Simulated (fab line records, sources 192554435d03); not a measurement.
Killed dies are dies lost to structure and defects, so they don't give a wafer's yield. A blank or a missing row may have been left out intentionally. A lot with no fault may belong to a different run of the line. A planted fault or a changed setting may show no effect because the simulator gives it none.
Matching of chambers -- flow n5 finfet -- 4 sister chambers for N5_BEOL_M14_STRIP_37 on rie diel-05
The step strips in O2. 15 wafers are shown with their chamber, then 7 later ones without.

WAFERS WITH THEIR CHAMBER
wafer,chamber,drypump motor current A (A),throttle valve pct (%),showerhead plenum p Torr (Torr)
L683.2,1,5.77,16.14,2.12
L683.3,2,6.17,16.81,2.09
L683.5,3,5.88,16.46,2.05
L684.1,0,5.58,16.55,2.11
L684.4,1,5.81,16.14,2.12
L684.5,1,5.79,16.13,2.12
L685.3,1,5.81,16.16,2.11
L685.5,1,5.80,16.19,2.12
L685.6,0,5.56,16.53,2.11
L687.2,1,5.79,16.17,2.11
L687.4,3,5.89,16.51,2.04
L687.6,2,6.12,16.80,2.09
L690.5,2,6.16,16.83,2.09
L690.6,1,5.81,16.17,2.11
L688.1,1,5.81,16.18,2.11

SIGNATURES, as means of the wafers listed above
reading,chamber 0,chamber 1,chamber 2,chamber 3,scatter within a chamber
drypump motor current A,5.5700,5.7988,6.1500,5.8850,0.0169
throttle valve pct,16.5400,16.1600,16.8133,16.4850,0.0216
showerhead plenum p Torr,2.1100,2.1150,2.0900,2.0450,0.00477
Rule: a wafer's distance from a chamber is the root of the sum, over the readings, of the square of ((its reading less the chamber's mean) divided by the reading's scatter). If the next closest chamber is less than 2 further off than the closest, the wafer can't be placed; otherwise it belongs to the closest. How the scatter is found: for the shown wafers, subtract from each reading the mean of its chamber, square and add these, divide the total by (wafers less chambers), then take the root.

WAFERS WHOSE CHAMBER IS MISSING
wafer,drypump motor current A (A),throttle valve pct (%),showerhead plenum p Torr (Torr)
L688.6,5.90,16.50,2.04
L697.2,5.61,16.62,2.10
L697.4,6.14,16.88,2.08
L697.5,5.93,16.53,2.04
L703.1,6.16,16.86,2.07
L703.4,5.91,16.54,2.03
L703.5,5.61,16.66,2.10

EACH ONE'S CHAMBER
wafer,from the rows above,in truth
L688.6,3,3
L697.2,0,0
L697.4,2,2
L697.5,3,3
L703.1,2,2
L703.4,3,3
L703.5,0,0
Correct placement for 7 of the 7. Left unplaced by these rows: 0. Placed wrongly: 0.
